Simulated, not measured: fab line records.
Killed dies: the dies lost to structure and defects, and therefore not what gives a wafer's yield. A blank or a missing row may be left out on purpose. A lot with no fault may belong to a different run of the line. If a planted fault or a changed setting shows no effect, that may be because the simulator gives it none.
Chamber matching || flow n5-finfet || rie-diel-05 running N5_GATE_CUT_ETCH_37: 4 sister chambers
The step etches SOC in N2/H2, target depth 60 nm, overetch 12 nm, time 90 s. 4 wafers are shown with their chamber, then 9 later ones without.

WAFERS PAIRED WITH THEIR CHAMBERS
{"wafer": "L078.1", "chamber": 3, "showerhead-plenum-p-Torr (Torr)": 2.43}
{"wafer": "L084.3", "chamber": 1, "showerhead-plenum-p-Torr (Torr)": 2.59}
{"wafer": "L085.2", "chamber": 2, "showerhead-plenum-p-Torr (Torr)": 2.43}
{"wafer": "L085.6", "chamber": 0, "showerhead-plenum-p-Torr (Torr)": 2.63}

WAFERS WITHOUT THEIR CHAMBER
{"wafer": "L087.1", "showerhead-plenum-p-Torr (Torr)": 2.43}
{"wafer": "L087.2", "showerhead-plenum-p-Torr (Torr)": 2.63}
{"wafer": "L087.3", "showerhead-plenum-p-Torr (Torr)": 2.42}
{"wafer": "L087.4", "showerhead-plenum-p-Torr (Torr)": 2.59}
{"wafer": "L087.5", "showerhead-plenum-p-Torr (Torr)": 2.43}
{"wafer": "L087.6", "showerhead-plenum-p-Torr (Torr)": 2.59}
{"wafer": "L093.2", "showerhead-plenum-p-Torr (Torr)": 2.43}
{"wafer": "L093.4", "showerhead-plenum-p-Torr (Torr)": 2.42}
{"wafer": "L093.6", "showerhead-plenum-p-Torr (Torr)": 2.43}

THE CHAMBER EACH PASSED THROUGH
{"wafer": "L087.1", "from the rows above": "can't be placed: 2 or 3", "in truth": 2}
{"wafer": "L087.2", "from the rows above": 0, "in truth": 0}
{"wafer": "L087.3", "from the rows above": "can't be placed: 2 or 3", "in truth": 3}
{"wafer": "L087.4", "from the rows above": 1, "in truth": 1}
{"wafer": "L087.5", "from the rows above": "can't be placed: 2 or 3", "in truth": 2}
{"wafer": "L087.6", "from the rows above": 1, "in truth": 1}
{"wafer": "L093.2", "from the rows above": "can't be placed: 2 or 3", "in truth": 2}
{"wafer": "L093.4", "from the rows above": "can't be placed: 2 or 3", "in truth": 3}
{"wafer": "L093.6", "from the rows above": "can't be placed: 2 or 3", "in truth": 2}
3 of 9 placed correctly. Unplaceable from these rows: 6, with the true chamber sitting among the candidates in 6. Number placed wrongly: 0.
How it was worked out, from the rows above alone: a wafer's distance from a chamber is the root of the sum, over the readings, of the square of ((its reading less the chamber's mean) divided by the reading's scatter). The wafer belongs to the nearest chamber; if the next one is less than 2 further off, it can't be placed. For every chamber, the mean is computed from those of its wafers that are shown. The scatter (one wafer shown for each chamber): square how far every hidden wafer sits from the nearest shown wafer, average those squares and take the square root.
